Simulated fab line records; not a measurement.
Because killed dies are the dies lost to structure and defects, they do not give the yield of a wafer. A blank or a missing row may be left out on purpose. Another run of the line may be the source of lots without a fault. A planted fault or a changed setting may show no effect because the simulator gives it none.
fab line records ; flow n5Finfet ; part 2 of 2: steps 23 to 32 of 32
[record] lots = 5; wafers = 15; lastDay = 17
route steps=1938 shown BEOL_M9@1424
lots that met no fault: taken from a fault-free run of the same line
startH: start of the lot's first displayed wafer, in hours after the record's first day ; waitH: time in hours since the lot's previous step ; " same as the row above ; L1.1+2: one row covering several wafers at once ; - value missing, or start not given ; * or withheld: withheld ; < > ~ a bound
route shown NAME@n: NAME is a module with steps in the file, n the number in the route of the first one ; usual: mean and standard deviation over wafers with no fault ; same: alike in all rows ; chamber/n: place in a boat ; sites: readings site by site ; _std_site: standard deviation across them ; _edge_site: outer sites' mean less inner sites' ; radiusMm: for every site, how far away it sits from the centre of the wafer ; mask NAME#n: copy n ; behind: tool/chamber where the wafer was last shaped ; hold: why the lot was held/for how many hours/how that ended ; device: whichever transistor did not switch (one of n, p or np) ; end of line: the route-end tests of the same wafers ; for a step that has no rows: nothing shown but its recipe ; killed: not the wafer's yield, but the dies lost to structure and defects at the first sort ; map: a wafer's dies, marking killed ones x, the rest . and places with no die _
set.NAME: setting as actually run; set.NAME@STEP: the setting as run at that earlier step ; model.NAME: the simulator's own value behind a step, which no gauge read
certain route steps with their lots: each step a table, each wafer a row
services: when a tool's chamber went out of use (startH, in hours from the record's first day, below 0 if earlier), for how many hours, and the reason
[[steps]]
[step N5_BEOL_M9_TRENCH_ETCH_37]
[recipe] chemistry = C4F6/O2; targetDepthA = 1514.3; target = SiCOH_lowk; timeS = 49; ionEnergyEv = 250; pressureMtorr = 30; sourceW = 345; biasW = 185; Ar_flow_sccm = 300; C4F6_flow_sccm = 10; O2_flow_sccm = 10
[usual] drypumpMotorCurrentA = 5.5/0.4; oesProductAu = 0.75/0.07; rfVppV = 665/11; showerheadPlenumPTorr = 2.78/0.098; throttleValvePct = 21.00/0.2
lot.wafer;tool;chamber;startH;waitH;drypumpMotorCurrentA;oesProductAu;rfHoursCounterH;rfVppV;showerheadPlenumPTorr;throttleValvePct
L078.1;rieDiel-03;3;-;-;5.7;0.73;169;657;2.70;21.21
L078.3;rieDiel-03;1;-;-;5.6;0.71;206;683;2.79;20.73
L078.5;rieDiel-03;0;-;-;5.7;0.74;-;661;2.63;21.01
L089.2;rieDiel-04;3;-;-;4.9;0.69;237;656;2.81;21.11
L089.4;rieDiel-04;1;-;-;5.5;0.88;47;665;2.87;21.12
L089.5;rieDiel-04;0;-;-;6.0;0.76;-;684;2.72;20.95
L092.2;rieDiel-03;1;-;-;5.6;0.69;242;684;2.78;20.78
L092.4;rieDiel-03;0;-;-;5.7;0.72;186;660;2.62;21.08
L092.5;rieDiel-03;0;-;-;5.7;0.72;-;661;2.62;21.06
L093.2;rieDiel-04;3;-;-;4.9;0.68;247;654;2.80;21.13
L093.4;rieDiel-04;2;-;-;4.9;0.82;86;648;2.77;20.85
L093.5;rieDiel-04;0;-;-;6.0;0.75;-;685;2.71;20.96
L095.3;rieDiel-04;2;-;-;4.8;0.82;95;649;2.77;20.86
L095.4;rieDiel-04;1;-;-;5.5;0.86;-;667;2.86;21.17
L095.6;rieDiel-04;0;-;-;6.0;0.75;-;684;2.71;20.97
[step N5_BEOL_M9_ETCH_41]
[recipe] chemistry = CH3F/O2; target = SiCN; targetDepthA = 366; taperDeg = 2; timeS = 70.1; ionEnergyEv = 120; maskMaterial = TiN; pressureMtorr = 30; sourceW = 395; biasW = 75; Ar_flow_sccm = 150; CH3F_flow_sccm = 30; O2_flow_sccm = 20
[usual] drypumpMotorCurrentA = 5.5/0.4; oesProductAu = 0.75/0.07; rfVppV = 296.5/1.8; showerheadPlenumPTorr = 1.95/0.072; throttleValvePct = 16.41/0.2
lot.wafer;tool;chamber;startH;waitH;drypumpMotorCurrentA;oesProductAu;rfHoursCounterH;rfVppV;showerheadPlenumPTorr;throttleValvePct
L078.1;rieDiel-03;3;-;-;5.7;0.74;169;294.1;1.90;16.66
L078.3;rieDiel-03;1;-;-;5.6;0.72;206;297.6;1.97;16.24
L078.5;rieDiel-03;0;-;-;5.7;0.74;-;294.6;1.84;16.40
L089.2;rieDiel-04;3;-;-;4.9;0.69;237;295.8;1.97;16.54
L089.4;rieDiel-04;1;-;-;5.5;0.88;47;299.1;2.02;16.47
L089.5;rieDiel-04;0;-;-;6.0;0.77;-;296.7;1.90;16.39
L092.2;rieDiel-03;1;-;-;5.5;0.69;242;297.1;1.95;16.31
L092.4;rieDiel-03;0;-;-;5.7;0.71;186;295.1;1.83;16.46
L092.5;rieDiel-03;0;-;-;5.7;0.71;-;295.2;1.83;16.47
L093.2;rieDiel-04;3;-;-;4.9;0.69;247;296.7;1.97;16.59
L093.4;rieDiel-04;2;-;-;4.9;0.83;86;295.9;1.94;16.19
L093.5;rieDiel-04;0;-;-;6.0;0.76;-;296.9;1.90;16.41
L095.3;rieDiel-04;2;-;-;4.9;0.81;95;295.6;1.94;16.20
L095.4;rieDiel-04;1;-;-;5.5;0.86;-;298.2;2.01;16.53
L095.6;rieDiel-04;0;-;-;6.0;0.75;-;296.2;1.90;16.42
[step N5_BEOL_M9_STRIP_80]
[recipe] chemistry = N2/H2; timeS = 10; powerW = 450; tempC = 40; pressureMtorr = 20; rfFrequencyHz = 6e+07; biasPowerW = 7; n2FlowSccm = 200; h2FlowSccm = 200
[usual] drypumpMotorCurrentA = 5.5/0.4; oesProductAu = 0.75/0.071; rfVppV = 59.0/1; showerheadPlenumPTorr = 2.49/0.09; throttleValvePct = 23.81/0.27
lot.wafer;tool;chamber;startH;waitH;drypumpMotorCurrentA;oesProductAu;rfHoursCounterH;rfVppV;showerheadPlenumPTorr;throttleValvePct
L078.1;rieDiel-03;3;-;-;5.7;0.74;169;58.9;2.43;23.88
L078.3;rieDiel-03;1;-;-;5.7;0.71;206;60.5;2.52;23.76
L078.5;rieDiel-03;0;-;-;5.7;0.74;-;58.9;2.35;24.00
L089.2;rieDiel-04;3;-;-;4.9;0.68;237;59.9;2.50;23.70
L089.4;rieDiel-04;1;-;-;5.5;0.88;47;60.6;2.57;24.20
L089.5;rieDiel-04;0;-;-;6.0;0.75;-;58.5;2.44;23.82
L092.2;rieDiel-03;1;-;-;5.6;0.69;242;58.0;2.51;23.82
L092.4;rieDiel-03;0;-;-;5.7;0.72;186;56.7;2.33;24.04
L092.5;rieDiel-03;0;-;-;5.7;0.72;-;58.1;2.33;24.05
L093.2;rieDiel-04;3;-;-;4.9;0.68;247;58.7;2.50;23.69
L093.4;rieDiel-04;2;-;-;4.8;0.84;86;59.0;2.47;23.47
L093.5;rieDiel-04;0;-;-;6.0;0.75;-;59.9;2.44;23.82
L095.3;rieDiel-04;2;-;-;4.8;0.82;95;57.7;2.46;23.49
L095.4;rieDiel-04;1;-;-;5.5;0.85;-;58.5;2.56;24.21
L095.6;rieDiel-04;0;-;-;6.0;0.73;-;58.0;2.43;23.84
[step N5_BEOL_M9_OCD_MEAS_38]
[usual] trenchDepthNm = 150.2/2
lot.wafer;tool;chamber;startH;waitH;trenchDepthNm
L078.1;ocd-02;-;228.26;-;147.4
L078.3;ocd-02;-;228.26;-;150.5
L078.5;ocd-02;-;228.26;-;146.0
L089.2;ocd-02;-;309.78;-;152.1
L089.4;ocd-02;-;309.78;-;151.0
L089.5;ocd-02;-;309.78;-;150.0
L092.2;ocd-01;-;325.65;-;150.4
L092.4;ocd-01;-;325.65;-;148.7
L092.5;ocd-01;-;325.65;-;148.8
L093.2;ocd-01;-;331.53;-;152.5
L093.4;ocd-01;-;331.53;-;151.3
L093.5;ocd-01;-;331.53;-;150.9
L095.3;ocd-02;-;352.07;-;151.8
L095.4;ocd-02;-;352.07;-;153.5
L095.6;ocd-02;-;352.07;-;151.8
[step N5_BEOL_M9_HM_STRIP_39]
[recipe] chemistry = peroxideTinStrip; material = TiN; targetDepthA = 250; tempC = 50; timeS = 158
lot.wafer;tool;chamber;startH;waitH
L078.1+3+5;wetBench-04;6,4,3;228.29;0.0
L089.2+4+5;wetBench-05;6,7,1;309.81;0.0
L092.2+4+5;wetBench-04;7,6,4;325.68;0.0
L093.2+4+5;wetBench-05;2,3,7;331.56;0.0
L095.3+4+6;wetBench-05;5,0,2;352.10;0.0
[step N5_BEOL_M9_SRD_40]
[recipe] timeS = 30; tempC = 23; rinseLiquid = diw; dry = ipaMarangoni
lot.wafer;tool;chamber;startH;waitH
L078.1+3+5;wetBench-04;6,4,3;228.34;0.0
L089.2+4+5;wetBench-05;6,7,1;309.86;0.0
L092.2+4+5;wetBench-04;7,6,4;325.73;0.0
L093.2+4+5;wetBench-05;2,3,7;331.61;0.0
L095.3+4+6;wetBench-05;5,0,2;352.15;0.0
[step N5_BEOL_M9_PRECLEAN_42]
[recipe] chemistry = residueRemover; timeS = 60; tempC = 40
lot.wafer;tool;chamber;startH;waitH
L078.1+3+5;wetBench-04;6,4,3;228.35;0.0
L089.2+4+5;wetBench-05;6,7,1;309.87;0.0
L092.2+4+5;wetBench-04;7,6,4;325.75;0.0
L093.2+4+5;wetBench-05;2,3,7;331.63;0.0
L095.3+4+6;wetBench-05;5,0,2;352.16;0.0
[step N5_BEOL_M9_SRD_43]
[recipe] timeS = 30; tempC = 23; rinseLiquid = diw; dry = ipaMarangoni
lot.wafer;tool;chamber;startH;waitH
L078.1+3+5;wetBench-04;6,4,3;228.37;0.0
L089.2+4+5;wetBench-05;6,7,1;309.89;0.0
L092.2+4+5;wetBench-04;7,6,4;325.76;0.0
L093.2+4+5;wetBench-05;2,3,7;331.64;0.0
L095.3+4+6;wetBench-05;5,0,2;352.18;0.0
[step N5_BEOL_M9_CD_MEAS_35]
[recipe] targetCdNm = 70; targetCdYNm = 40; polarity = opening
[usual] cdNm = 70.1/0.71
lot.wafer;tool;chamber;startH;waitH;cdNm
L078.1;cdSem-03;-;228.41;0.0;70.4
L078.3;cdSem-03;-;228.41;0.0;70.1
L078.5;cdSem-03;-;228.41;0.0;70.4
L089.2;cdSem-01;-;309.93;0.0;69.3
L089.4;cdSem-01;-;309.93;0.0;69.1
L089.5;cdSem-01;-;309.93;0.0;69.0
L092.2;cdSem-02;-;325.80;0.0;70.9
L092.4;cdSem-02;-;325.80;0.0;71.4
L092.5;cdSem-02;-;325.80;0.0;71.8
L093.2;cdSem-03;-;331.68;0.0;70.8
L093.4;cdSem-03;-;331.68;0.0;69.6
L093.5;cdSem-03;-;331.68;0.0;68.9
L095.3;cdSem-03;-;352.22;0.0;70.4
L095.4;cdSem-03;-;352.22;0.0;70.2
L095.6;cdSem-03;-;352.22;0.0;70.4
[step N5_BEOL_M9_CURE_72]
[recipe] tempC = 370; timeS = 120; ambient = DMADMS/He; material = SiCOH_lowk
[usual] lampPowerPct = 52.32/0.052; wafer_temp_C_max = 371.9/0.59
lot.wafer;tool;chamber;startH;waitH;lampPowerPct;wafer_temp_C_max
L078.1;uvCure-02;0;228.46;0.0;52.33;371.2
L078.3;uvCure-02;0;228.46;0.0;52.35;371.4
L078.5;uvCure-02;0;228.46;0.0;52.37;371.3
L089.2;uvCure-01;1;310.11;0.2;52.28;372.3
L089.4;uvCure-01;1;310.11;0.2;52.29;372.3
L089.5;uvCure-01;1;310.11;0.2;52.37;371.6
L092.2;uvCure-02;0;325.90;0.1;52.24;371.7
L092.4;uvCure-02;0;325.90;0.1;52.31;371.6
L092.5;uvCure-02;0;325.90;0.1;52.18;371.7
L093.2;uvCure-03;1;331.77;0.1;52.40;371.6
L093.4;uvCure-03;1;331.77;0.1;52.22;371.8
L093.5;uvCure-03;1;331.77;0.1;52.36;371.5
L095.3;uvCure-01;1;352.36;0.1;52.26;372.6
L095.4;uvCure-01;1;352.36;0.1;52.41;372.1
L095.6;uvCure-01;1;352.36;0.1;52.30;372.0
[[services]]
tool;chamber;startH;hours;kind
euvScanner-02;-;203.49;4.6;pm
euvScanner-02;-;211.70;0.2;repair
wetBench-05;-;220.35;3.3;repair
uvCure-03;-;221.96;2.1;pm
euvScanner-01;-;223.84;6.2;pm
euvScanner-02;-;230.09;1.0;pm
uvCure-02;-;231.23;0.5;repair
euvScanner-01;-;234.80;1.8;repair
uvCure-03;-;252.88;0.7;repair
euvScanner-01;-;253.49;1.0;pm
uvCure-01;-;270.30;28.1;pm
uvCure-03;-;273.61;7.5;repair
euvScanner-02;-;284.41;1.0;pm
euvScanner-01;-;309.64;1.0;pm
uvCure-03;-;313.65;1.0;pm
uvCure-03;-;314.65;2.8;pm
uvCure-02;-;324.05;0.2;repair
euvScanner-01;-;330.41;0.2;repair
euvScanner-01;-;335.16;4.6;pm
rieDiel-04;3;337.03;-;clean
rieDiel-04;3;337.03;-;consumableReplace:focusRing
uvCure-02;-;338.03;7.5;pm
euvScanner-02;-;345.54;1.0;pm
uvCure-02;-;345.58;2.8;pm
